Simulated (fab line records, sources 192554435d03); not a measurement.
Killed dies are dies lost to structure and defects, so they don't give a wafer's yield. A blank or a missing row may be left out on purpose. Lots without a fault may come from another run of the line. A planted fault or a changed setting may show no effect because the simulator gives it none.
Which tool did it? | flow n5_finfet | 11 lots, 33 wafers sampled, at 2 steps of a route of 1938

WHAT THE GAUGES READ, wafer by wafer
N5_BEOL_M8_OVL_MEAS_29.
lot  | measured     | on         | V7_OVL (nm)
L885 | day 11 17:58 | overlay-02 | -0.2 -1.4 -1.1
L886 | day 11 20:22 | overlay-02 | -0.5 -0.5 0.2
L884 | day 11 20:28 | overlay-02 | -1.1 0.3 -0.6
L889 | day 12 04:28 | overlay-01 | -0.5 0.1 0.3
L888 | day 12 10:41 | overlay-01 | 1.0 0.3 0.0
L892 | day 13 09:40 | overlay-02 | 0.5 0.2 0.1
L896 | day 15 07:11 | overlay-02 | -0.7 -1.1 -0.3
L897 | day 15 14:33 | overlay-01 | 1.3 0.2 0.3
L903 | day 17 02:20 | overlay-02 | -1.4 -1.1 -0.5
L905 | day 17 10:09 | overlay-02 | 0.5 -0.2 -0.3
L904 | day 17 20:04 | overlay-02 | -0.1 0.1 0.5

N5_BEOL_M8_INSPECT_30: inspects for defects (brightfield).
lot  | measured     | on                | raw_defect_count
L885 | day 11 18:01 | defect_inspect-02 | 408 399 380
L886 | day 11 20:25 | defect_inspect-01 | 416 385 479
L884 | day 11 20:31 | defect_inspect-01 | 252 204 345
L889 | day 12 04:31 | defect_inspect-01 | 523 512 555
L888 | day 12 10:44 | defect_inspect-02 | 373 415 412
L892 | day 13 09:43 | defect_inspect-02 | 212 252 252
L896 | day 15 07:14 | defect_inspect-02 | 401 403 638
L897 | day 15 14:36 | defect_inspect-01 | 344 365 345
L903 | day 17 02:23 | defect_inspect-02 | 417 350 377
L905 | day 17 10:13 | defect_inspect-01 | 420 369 382
L904 | day 17 20:07 | defect_inspect-01 | 473 487 415

WHICH TOOL RAN EACH LOT (tool, then ch and the chambers of the sampled wafers, then the start)
The record holds no process step before these readings.

WHAT THE TOOLS THEMSELVES READ (means of the sampled wafers that have a number; where no wafer has one, the mark that the record gives instead)
The record holds no such reading with a usual standard deviation.

THE ANSWER, worked out from the rows above alone
Rule: what is usual is taken from the lots themselves. Put in order of their means at a reading, lots are off if they are a third of the lots or fewer, leave a main group of 4 or more, and stand apart from it by a gap of 3 or more times the standard deviation of the main group's means; of several such gaps the widest counts. A main group whose means are all the same, to the digits that the tables above print for the reading, isn't used. A lot without any number at a reading at which 4 lots or more have one is off too. The other lots that the step has rows for count as sound. The gauges are gone through in route order, then the tools' own readings, and for those a lot's mean is taken as printed above. The first step at which some lot is off is used, and at that step the reading that is off furthest; a lot without a number counts as furthest.
No lot is off at any reading shown: from this, nothing can be told.

WHAT THE SIMULATOR HAD PUT IN
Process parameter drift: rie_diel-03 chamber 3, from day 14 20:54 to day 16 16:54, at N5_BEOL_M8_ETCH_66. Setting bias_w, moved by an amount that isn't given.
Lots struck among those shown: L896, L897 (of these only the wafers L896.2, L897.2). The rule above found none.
